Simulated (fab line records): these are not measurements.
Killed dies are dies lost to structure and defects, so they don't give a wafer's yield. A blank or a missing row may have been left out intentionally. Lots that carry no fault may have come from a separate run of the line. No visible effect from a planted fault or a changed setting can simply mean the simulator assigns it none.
fab line records -- flow nandHarc
record lots=5, wafers=15, lastDay=25
route steps=1159 shown P_GATE@155
lots untouched by any fault: they come from a run of this same line in which no faults occurred
startH: hours from the record's opening day to when the first of the lot's shown wafers began -- waitH: time in hours since the lot's previous step -- " as in the row above -- L1.1+2: several wafers, shown together as one row -- - no value present, or no start provided -- * or withheld: withheld -- < > ~ a bound
route shown NAME@n: NAME is a module with steps in the file, n the number in the route of the first one -- usual: the fault-free wafers' mean and standard deviation -- same: alike in all rows -- chamber/n: place in a boat -- sites: each site's reading -- _std_site: how widely they spread, as a standard deviation -- _edge_site: mean of outer sites minus mean of inner sites -- radiusMm: how far each site lies from the wafer's centre -- mask NAME#n: copy n -- behind: the tool/chamber that last shaped the wafer -- hold: why the lot was held/for how many hours/how that ended -- device: the n, p or np transistor that did not switch -- end of line: the same wafers' tests at the end of the route -- where a step has no rows: the recipe by itself -- killed: not the wafer's yield, but the dies lost to structure and defects at the first sort -- map: dies across one wafer; x = killed, . = not, _ = none there
set.NAME: the run value of the setting; set.NAME@STEP: its run value at that earlier step -- model.NAME: the simulator's own value behind a step, which no gauge read
certain route steps with their lots: each step a table, each wafer a row
services: a tool's chamber out of use, with start hour (startH, from the record's first day; less than 0 if before it), hours out, and reason
## steps
# step NHARC_P_GATE_ALD_36
# recipe targetThkA=200, pulseTimeS=60, aldCycles=223, tempC=400, material=SiNx
# usual heaterPowerOuterW=539/37, heaterPowerW=852/46, precursorPulseHeightRel=0.999/0.018
lot.wafer,tool,chamber,startH,waitH,heaterPowerOuterW,heaterPowerW,precursorPulseHeightRel
L974.1,aldSin-02,0,115.55,-,565,891,1.004
L974.6,aldSin-02,2,117.67,-,557,879,1.036
L974.5,aldSin-02,3,118.73,-,500,759,1.014
L984.4,aldSin-02,3,169.55,-,489,749,0.994
L984.6,aldSin-02,2,172.67,-,538,890,1.003
L984.5,aldSin-02,3,173.72,-,486,786,1.001
L981.4,aldSin-03,1,170.98,-,539,858,1.006
L981.2,aldSin-03,2,172.04,-,490,856,0.974
L981.5,aldSin-03,3,173.10,-,517,830,1.020
L992.4,aldSin-01,0,221.30,-,618,940,1.021
L992.5,aldSin-01,1,222.35,-,559,837,0.972
L992.6,aldSin-01,2,223.41,-,516,847,0.988
L993.1,aldSin-02,2,225.12,-,552,897,1.000
L993.4,aldSin-02,0,227.25,-,569,892,0.984
L993.5,aldSin-02,1,228.31,-,562,902,0.995
# step NHARC_P_GATE_ETCHBACK_37
# recipe targetDepthA=345, timeS=17.2, chf3FlowSccm=50, o2FlowSccm=10, arFlowSccm=200, rfW=500, biasW=200, chemistry=CHF3/O2
# usual drypumpMotorCurrentA=5.98/0.21, oesProductAu=0.937/0.028, rfFwdPowerW=491.6/2.8, rfVppV=370.7/2.4, showerheadPlenumPTorr=2.40/0.1, throttleValvePct=20.573/0.0095
lot.wafer,tool,chamber,startH,waitH,drypumpMotorCurrentA,oesProductAu,rfFwdPowerW,rfHoursCounterH,rfVppV,showerheadPlenumPTorr,throttleValvePct
L974.1,rieDiel-01,2,-,-,5.70,0.966,487.8,59,367.6,2.29,20.577
L974.6,rieDiel-01,1,-,-,6.13,0.996,494.1,-,373.6,2.52,20.580
L974.5,rieDiel-01,2,-,-,5.70,0.968,488.1,-,367.2,2.29,20.557
L984.4,rieDiel-02,1,-,-,6.23,0.928,495.6,2,372.6,2.54,20.566
L984.6,rieDiel-02,0,-,-,6.01,0.930,491.7,-,370.0,2.38,20.572
L984.5,rieDiel-02,1,-,-,6.23,0.923,496.1,-,374.9,2.54,20.550
L981.4,rieDiel-02,2,-,-,6.10,0.945,493.7,2,370.6,2.34,20.575
L981.2,rieDiel-02,3,-,-,5.99,0.926,488.2,2,369.5,2.33,20.567
L981.5,rieDiel-02,2,-,-,6.10,0.939,492.4,-,368.6,2.34,20.575
L992.4,rieDiel-12,3,-,-,6.19,0.926,492.5,4,374.0,2.52,20.578
L992.6,rieDiel-12,0,-,-,6.12,0.924,492.2,-,369.8,2.42,20.587
L992.5,rieDiel-12,1,-,-,5.81,0.923,490.2,-,367.2,2.27,20.578
L993.1,rieDiel-02,1,-,-,6.24,0.926,494.9,11,374.6,2.54,20.575
L993.4,rieDiel-02,2,-,-,5.97,0.916,490.2,12,369.1,2.33,20.586
L993.5,rieDiel-02,3,-,-,6.02,0.914,489.5,-,369.3,2.33,20.566
# step NHARC_P_GATE_STRIP_101
# recipe timeS=20, o2FlowSccm=500, arFlowSccm=0, biasW=0, chemistry=O2
# usual drypumpMotorCurrentA=5.99/0.21, oesProductAu=1.000/0.0077, rfVppV=57.8/0.92, showerheadPlenumPTorr=3.53/0.15, throttleValvePct=17.037/0.0085
lot.wafer,tool,chamber,startH,waitH,drypumpMotorCurrentA,oesProductAu,rfHoursCounterH,rfVppV,showerheadPlenumPTorr,throttleValvePct
L974.1,rieDiel-01,2,123.07,0.1,5.72,1.000,59,58.4,3.36,17.046
L974.6,rieDiel-01,3,123.07,0.1,5.58,0.988,-,57.4,3.28,17.033
L974.5,rieDiel-01,0,123.07,0.1,5.70,0.994,-,57.1,3.34,17.023
L984.4,rieDiel-02,1,178.03,0.1,6.25,1.011,2,59.2,3.73,17.019
L984.5,rieDiel-02,1,178.03,0.1,6.22,1.009,-,58.9,3.73,17.041
L984.6,rieDiel-02,2,178.03,0.1,6.06,1.001,-,57.6,3.44,17.043
L981.4,rieDiel-02,2,178.51,0.1,6.04,1.005,2,58.4,3.44,17.029
L981.2,rieDiel-02,0,178.51,0.1,6.04,1.011,2,58.3,3.50,17.023
L981.5,rieDiel-02,2,178.51,0.1,6.12,0.993,-,56.4,3.44,17.045
L992.4,rieDiel-12,1,227.74,0.1,5.80,1.012,5,57.8,3.34,17.043
L992.6,rieDiel-12,3,227.74,0.1,6.21,1.002,-,59.0,3.70,17.038
L992.5,rieDiel-12,0,227.74,0.1,6.13,1.008,-,57.9,3.55,17.027
L993.4,rieDiel-02,0,233.70,0.1,6.03,1.002,12,58.3,3.49,17.036
L993.1,rieDiel-02,1,233.70,0.1,6.24,1.006,11,57.8,3.73,17.036
L993.5,rieDiel-02,0,233.70,0.1,6.02,1.007,-,56.9,3.49,17.029
# step NHARC_P_GATE_PRECLEAN_97
# recipe timeS=600, tempC=120, chemistry=SPM
# step NHARC_P_GATE_SRD_98
# step NHARC_P_GATE_PRECLEAN_99
# recipe timeS=*, tempC=50, bathAgeMin=0, chemistry=SC1
# step NHARC_P_GATE_SRD_100
# step NHARC_P_GATE_DEHYDRATE_38
# recipe tempC=150, timeS=120
# step NHARC_P_GATE_HMDS_39
# recipe timeS=30
# step NHARC_P_GATE_COAT_40
# recipe spinRpm=3000
# step NHARC_P_GATE_SOFTBAKE_41
# recipe tempC=122, timeS=95
# step NHARC_P_GATE_EBR_42
# step NHARC_P_GATE_EXPOSE_43
# recipe na=0.6, targetCdNm=720, doseMj=14.81, maskId=P_NSD
lot.wafer,tool,chamber,startH,waitH,mask
L974.1+5+6,krfScanner-02,0,123.91,-,P_NSD#0
L984.4+5+6,krfScanner-03,0,178.81,-,P_NSD#0
L981.2+4+5,krfScanner-02,0,179.27,-,P_PSD#0
L992.4+5+6,krfScanner-04,0,228.51,-,P_NSD#0
L993.1+4+5,krfScanner-04,0,234.35,-,P_NSD#0
# step NHARC_P_GATE_PEB_44
# recipe pebTempC=118, pebTimeS=85
# step NHARC_P_GATE_DEVELOP_45
# recipe timeS=70
# step NHARC_P_GATE_CD_MEAS_46
# recipe targetCdNm=720, landingEnergyEv=500
# usual cdNm=719.7/1.6
lot.wafer,tool,chamber,startH,waitH,cdNm
L974.1,cdSem-03,0,124.07,-,719.1
L974.5,cdSem-03,0,124.07,-,719.6
L974.6,cdSem-03,0,124.07,-,717.5
L984.4,cdSem-03,0,178.96,-,721.2
L984.5,cdSem-03,0,178.96,-,721.7
L984.6,cdSem-03,0,178.96,-,720.3
L981.2,cdSem-01,0,179.43,-,-
L981.4,cdSem-01,0,179.43,-,-
L981.5,cdSem-01,0,179.43,-,-
L992.4,cdSem-01,0,228.66,-,717.4
L992.5,cdSem-01,0,228.66,-,717.3
L992.6,cdSem-01,0,228.66,-,718.1
L993.1,cdSem-03,0,234.50,-,717.4
L993.4,cdSem-03,0,234.50,-,718.7
L993.5,cdSem-03,0,234.50,-,719.7
# step NHARC_P_GATE_HARDBAKE_47
# recipe tempC=125, timeS=80
## services
tool,chamber,startH,hours,kind
rieDiel-02,0,105.35,-,clean
rieDiel-02,1,105.35,-,clean
rieDiel-02,2,105.35,-,clean
rieDiel-02,3,105.35,-,clean
rieDiel-01,2,113.03,9.2,repair
aldSin-03,-,117.65,0.3,repair
rieDiel-02,1,118.07,3.5,repair
krfScanner-02,-,127.78,0.4,repair
rieDiel-02,0,129.85,-,clean
rieDiel-02,1,129.85,-,clean
aldSin-02,2,130.14,14.1,repair
krfScanner-03,-,131.76,2.0,repair
krfScanner-02,-,132.20,0.5,repair
rieDiel-01,-,137.80,9.0,pm
rieDiel-02,-,150.70,9.0,pm
krfScanner-04,-,155.50,0.1,repair
krfScanner-03,-,168.00,4.0,pm
krfScanner-03,-,182.77,2.1,repair
rieDiel-12,-,202.40,9.0,pm
krfScanner-02,-,210.00,4.0,pm
krfScanner-02,-,216.41,0.1,repair
krfScanner-03,-,229.71,0.4,repair
aldSin-01,0,229.91,16.1,repair
krfScanner-03,-,233.52,6.4,repair
## key
firstSign step=NHARC_P_GATE_EXPOSE_43, reading=mask, direction=changed
effect step=NHARC_P_GATE_CD_MEAS_46, reading=cdNm, direction=missing
metAt NHARC_P_GATE_EXPOSE_43
struckWafers L981.2,L981.4,L981.5
laterRowsLeftOut L981.2,L981.4,L981.5
sortLeftOut L981.2,L981.4,L981.5
testerLeftOut L981
onsetBetween 123.91 179.27
fault kind=wrongMask, tool=any, chamber=-, onsetH=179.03, steps=NHARC_P_GATE_EXPOSE_43, auxCopy=P_PSD#0, scope=struckLotsOnly
# testerLeftOut: of these lots the tester's yield and bins aren't shown, on N5 and GAA mostly nor the transistor test; their killed dies are dies lost to structure and defects alone, not to doping, threshold or leakage, so they don't give the yield
# sortLeftOut: the simulated sort isn't trusted on such a fault, so these wafers' sort isn't shown, and their yield isn't known
# laterRowsLeftOut: the simulator's readings of these wafers behind a module that went badly wrong aren't trusted and aren't shown, but for the sort
